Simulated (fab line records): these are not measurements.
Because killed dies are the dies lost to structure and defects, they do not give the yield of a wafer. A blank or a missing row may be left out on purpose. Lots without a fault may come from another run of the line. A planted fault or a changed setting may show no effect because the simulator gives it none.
Chamber matching | flow n5Finfet | N5_BEOL_M1_CO_CAP_55 on cvdCo-02: 3 sister chambers
The step material Co, precursor CCTBA/H2, target thk 2 nm, time 102.1 s. 3 wafers are shown with their chamber, then 12 later ones without.

EACH WAFER AND ITS CHAMBER
wafer  | chamber | heaterPowerW (W)
L087.4 | 1       | 275
L089.3 | 0       | 270
L089.5 | 2       | 213

WAFERS WHOSE CHAMBER IS MISSING
wafer  | heaterPowerW (W)
L091.1 | 221
L091.3 | 279
L091.6 | 215
L093.1 | 268
L093.3 | 216
L093.5 | 282
L095.1 | 286
L095.5 | 276
L095.6 | 214
L097.1 | 286
L097.3 | 272
L097.5 | 259

WHICH CHAMBER EACH WENT THROUGH
wafer  | from the rows above     | in truth
L091.1 | 2                       | 2
L091.3 | can't be placed: 1 or 0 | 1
L091.6 | 2                       | 2
L093.1 | can't be placed: 0 or 1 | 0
L093.3 | 2                       | 2
L093.5 | can't be placed: 1 or 0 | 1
L095.1 | can't be placed: 1 or 0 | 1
L095.5 | can't be placed: 1 or 0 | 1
L095.6 | 2                       | 2
L097.1 | can't be placed: 1 or 0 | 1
L097.3 | can't be placed: 0 or 1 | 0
L097.5 | can't be placed: 0 or 1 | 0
Placed correctly: 4 of 12. These rows do not allow placing 8 (true chamber among the candidates in 8). Placed wrongly: 0.
How it was worked out, from the rows above alone: a wafer's distance from a chamber is the root of the sum, over the readings, of the square of ((its reading less the chamber's mean) divided by the reading's scatter). The wafer belongs to the nearest chamber; if the next one is less than 2 further off, it can't be placed. For every chamber, the mean is computed from those of its wafers that are shown. The scatter: with one shown wafer a chamber, the root of the mean of the squares of how far each hidden wafer lies from its nearest shown one.
